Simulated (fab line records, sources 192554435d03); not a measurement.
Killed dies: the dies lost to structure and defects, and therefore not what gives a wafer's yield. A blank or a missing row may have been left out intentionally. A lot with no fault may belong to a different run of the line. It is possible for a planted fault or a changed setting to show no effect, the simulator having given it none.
A lot that was struck, set against a sound lot || flow n5Finfet || 27 steps out of a route of 1938
Sound: these wafers, L145.2, L145.4, L145.5. Struck: wafers L153.2, L153.5, L153.6. The cause comes at the end.
At each step with rows: each side's tool, then ch and its chambers, then its first start. Under that, the readings that differ: sound wafers || struck wafers || difference of the means || sigmas: that difference in standard deviations of wafers without a fault.
alike: same words and numbers on both sides, and readings whose means sit less than 2 such deviations apart. not compared: any withheld reading, any reading some wafer has no value for, any bound like >300 that may hide the same value, and any number with overlapping values for which the record gives no deviation.
The two part at a step that has a row with sigmas, a row that says differs or no value, or rows on one side only. Non-overlapping numbers with no deviation appear without sigmas and do not part them. A reading missing from all wafers of one side parts the sides only when that side holds two or more wafers.

first, 8 steps without rows for these wafers: N5_BEOL_M3_CMP_52 (polishes, stops on SiOC, t overpolish 6.8 s, target thk 40 nm); N5_BEOL_M3_PRE_CLEAN_60 (time 15 s); N5_BEOL_M3_CO_CAP_55 (material Co, precursor CCTBA/H2, target thk 2 nm, time 102.1 s); N5_BEOL_M3_PRE_CLEAN_56 (time 15 s); N5_BEOL_M3_DEP_57 (deposits SiCN from 3MS/NH3, target thk 8 nm, time 14 s); N5_BEOL_M4_ILD_DEP_00 (deposits SiOC from DEMS/O2, target thk 79 nm, time 15.3 s); N5_BEOL_M4_PECVD_72 (deposits SiO2 from TEOS/O2, target thk 16 nm, time 18 s); N5_BEOL_M4_HM_DEP_02 (deposits TiN, target thk 20 nm).
N5_BEOL_M4_COAT_61: time 60 s, resist thk 60 nm.
  sound on lithoTrack-03 ch 0, day 9 10:18; struck on lithoTrack-03 ch 0, day 11 03:47
{"reading": "spinSpeedRpm (rpm)", "sound": "1502.3 1500.5 1501.3", "struck": "1196.5 1196.2 1197.6", "difference": -304.6, "sigmas": "-99 or more"}
{"reading": "model.SOC_of_BEOL_M4_COAT_61.thkNm (nm)", "sound": "60 60.2 60.2", "struck": "67.6 67.2 67.4", "difference": "+7.3", "sigmas": ""}
  alike: exhaustPa
then, 11 steps without rows for these wafers: N5_BEOL_M4_COAT_62 (time 60 s, resist thk 12 nm); N5_BEOL_M4_COAT_73 (time 60 s, resist thk 5 nm); N5_BEOL_M4_COAT_05 (resist thk 30 nm); N5_BEOL_M4_EBR_07; N5_BEOL_M4_SOFTBAKE_06 (time 60 s); N5_BEOL_M4_EXPOSE_08 (exposes mask M4); N5_BEOL_M4_PEB_09 (peb time 60 s); N5_BEOL_M4_DEVELOP_10 (develop time 30 s); N5_BEOL_M4_DESCUM_16 (chemistry O2, time 7 s); N5_BEOL_M4_ETCH_74 (etches underlayer in N2/H2, target depth 6.5 nm, time 5.2 s); N5_BEOL_M4_ETCH_63 (etches SiARC in CF4, target depth 15.6 nm, time 26 s).
N5_BEOL_M4_ETCH_64: etches SOC in N2/H2, target depth 75 nm, overetch 22.5 nm, time 121.9 s.
  sound on rieDiel-01 ch 2,3, day 9 10:46; struck on rieDiel-03 ch 0,1, day 11 04:21
{"reading": "model.etch.depthNm (nm)", "sound": "60.05 60.11 60.21", "struck": "67.52 67.25 67.3", "difference": "+7.23", "sigmas": ""}
  alike: biasW, drypumpMotorCurrentA, oesProductAu, rfVppV, showerheadPlenumPTorr, throttleValvePct
  not compared: rfHoursCounterH
then, 3 steps without rows for these wafers: N5_BEOL_M4_STRIP_65 (strips in N2/H2); N5_BEOL_M4_STRIP_75 (strips in N2/H2); N5_BEOL_M4_STRIP_66 (strips in CF4).
N5_BEOL_M4_HM_OPEN_17: chemistry Cl2/BCl3, target TiN, target depth 20 nm, overetch 6 nm.
  sound on rieMetal-03 ch 0,1, day 9 10:56; struck on rieMetal-03 ch 0,1, day 11 04:32
{"reading": "model.SOC_of_BEOL_M4_COAT_61.thkNm (nm)", "sound": "52 52 52.2", "struck": "59.6 59.4 59.2", "difference": "+7.3", "sigmas": ""}
  alike: biasW, drypumpMotorCurrentA, oesProductAu, throttleValvePct
  not compared: rfHoursCounterH
then, 1 step without rows for these wafers: N5_BEOL_M4_STRIP_19 (strips in O2).
N5_BEOL_M4_RC_MEAS_101:
  sound on prober-01 ch 0, day 9 20:46; struck on prober-02 ch 0, day 11 15:51
{"reading": "DIBL_N (mV/V)", "sound": "36.3 36.3 35.6", "struck": "38.9 39.8 38.5", "difference": "+3.0", "sigmas": "+2"}
{"reading": "ION_N (uA/um)", "sound": "663 659 648", "struck": "674 685 666", "difference": "+18", "sigmas": "+2"}
{"reading": "ION_P (uA/um)", "sound": "445 448 443", "struck": "462 461 462", "difference": "+16", "sigmas": "+3"}
{"reading": "SS_P (mV/dec)", "sound": "73.0 73.4 72.4", "struck": "74.7 74.5 73.4", "difference": "+1.3", "sigmas": "+2"}
{"reading": "VT_N (mV)", "sound": "253.2 254.3 254.9", "struck": "249.2 246.0 250.3", "difference": -5.6, "sigmas": -2}
{"reading": "VT_P (mV)", "sound": "-255 -257 -257", "struck": "-250 -248 -250", "difference": "+7", "sigmas": "+2"}
  alike: DIBL_P, IOFF_N, IOFF_P, SS_N

## WHERE THEY PART
At N5_BEOL_M4_COAT_61 first; at N5_BEOL_M4_RC_MEAS_101 last (within this record only).

WHY: what had been put in by the simulator
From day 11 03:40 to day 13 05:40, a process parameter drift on lithoTrack-03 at N5_BEOL_M4_COAT_61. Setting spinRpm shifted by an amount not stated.
